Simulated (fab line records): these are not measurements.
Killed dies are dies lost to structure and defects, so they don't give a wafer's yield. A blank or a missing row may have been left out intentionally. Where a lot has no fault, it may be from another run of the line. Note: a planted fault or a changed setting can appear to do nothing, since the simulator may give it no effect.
Split-lot study -- flow n5 finfet -- route with 1938 steps; 7 lots, 21 wafers read

== THE SPLIT ==
At N5_GATE_CUT_EXPOSE_10 (exposes mask GATE CUT, target cd 20 nm), the setting dose mj was moved away from the recipe's 43.25 on 8 of the 21 wafers read, by -7.0% to -2.6%. The other wafers ran this setting at the recipe's value.

== FROM THE SPLIT TO THE READING: what the file shows between them, 2 steps ==
- N5_GATE_CUT_PEB_11: peb time 60 s
- N5_GATE_CUT_DEVELOP_12: develop time 30 s

== THE READING ==
Shown in nm: cd nm at N5_GATE_CUT_CD_MEAS_13, with target cd 20 nm. A value of 19.97 nm with a standard deviation of 0.26 nm is what fault-free wafers of this fab line usually give.

wafer,"tool, chamber at the split",dose mj as run,against the recipe,"cd nm, nm",against lot-mates on the recipe
L074.2,"euv scanner-02, 0",40.22,-7.0%,18.27,-1.58
L074.5,"euv scanner-02, 0",40.22,-7.0%,18.81,-1.04
L074.6,"euv scanner-02, 0",43.25,recipe,19.85,-
L076.2,"euv scanner-02, 0",41.06,-5.1%,18.58,-1.79
L076.3,"euv scanner-02, 0",43.25,recipe,20.27,-
L076.5,"euv scanner-02, 0",43.25,recipe,20.47,-
L078.1,"euv scanner-01, 0",43.25,recipe,19.76,-
L078.2,"euv scanner-01, 0",41.36,-4.4%,18.90,-0.86
L078.6,"euv scanner-01, 0",41.36,-4.4%,18.68,-1.08
L085.4,"euv scanner-01, 0",43.25,recipe,19.96,-
L085.5,"euv scanner-01, 0",42.13,-2.6%,19.38,-0.39
L085.6,"euv scanner-01, 0",43.25,recipe,19.58,-
L089.3,"euv scanner-02, 0",43.25,recipe,19.46,-
L089.4,"euv scanner-02, 0",43.25,recipe,19.94,-
L089.5,"euv scanner-02, 0",43.25,recipe,19.50,-
L092.3,"euv scanner-01, 0",43.25,recipe,19.83,-
L092.4,"euv scanner-01, 0",43.25,recipe,20.00,-
L092.6,"euv scanner-01, 0",43.25,recipe,20.06,-
L094.1,"euv scanner-02, 0",40.4,-6.6%,17.96,-2.22
L094.2,"euv scanner-02, 0",43.25,recipe,20.18,-
L094.6,"euv scanner-02, 0",40.4,-6.6%,18.47,-1.71

FIT RESULTS
A straight line over all 21 wafers: cd nm changes by +0.232 nm for each +1% of dose mj; r = +0.92; the points scatter about the line by 0.29 nm.
The same after taking each lot's own level away (the mean of its wafers on the recipe; 21 wafers): +0.246 nm for each +1%; r = +0.93; scatter 0.28 nm.
On that fit, the largest move of dose mj shifts the reading by 1.7 nm.
The lots' own levels span 19.633 to 20.370 nm, that is 2.8 times the standard deviation above.
The two slopes are in agreement: the lot-to-lot level therefore moves the slope only a little.
Check: for one of the wafers moved furthest among these (-7.0%), held out of the fit, the line's prediction against its lot-mates is -1.76 nm. Against them it came out at -1.58 nm.

== THESE WAFERS: OTHER SPLITS ==
Other splits were also applied to these wafers ahead of the reading. Each is held against what the fit with the lots' levels taken away leaves over:
other split on the same wafers,wafers away from the commonest value,r with cd nm (lot level and that fit taken away)
N5_SD_EPI_P_PEB_07 peb time s,9,+0.12
N5_SD_EPI_P_ETCHBACK_46 over etch frac,9,+0.24
N5_HKMG_FIN_ETCH_55 time s,8,-0.34
N5_HKMG_FIN_EXPOSE_09 dose mj,9,+0.38

== THE WHOLE CHAIN: every reading that the file lists as answering this split, in the file's order ==
step,what it does,reading,change (the file's fit),r (the file's)
N5_GATE_CUT_CD_MEAS_13,target cd 20 nm,cd nm,+0.253 nm for each +1% of the setting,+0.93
N5_GATE_CUT_DESCUM_18,"chemistry O2, time 7 s","GATE_CUT.cd nm (the simulator's own value, which no gauge read)",+0.239 nm for each +1% of the setting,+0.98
N5_GATE_CUT_ETCH_28,"etches underlayer in N2/H2, target depth 13 nm, time 10.4 s","GATE_CUT.cd nm (the simulator's own value, which no gauge read)",+0.23 nm for each +1% of the setting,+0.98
N5_GATE_CUT_ETCH_36,"etches SiARC in CF4, target depth 13 nm, time 21.7 s","GATE_CUT.cd nm (the simulator's own value, which no gauge read)",+0.248 nm for each +1% of the setting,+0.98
N5_GATE_CUT_ETCH_37,"etches SOC in N2/H2, target depth 60 nm, overetch 12 nm, time 90 s","GATE_CUT.cd nm (the simulator's own value, which no gauge read)",+0.258 nm for each +1% of the setting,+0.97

== THE FILE'S OWN FIT ==
cd nm changes by +0.253 nm for each +1% of dose mj, r = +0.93.
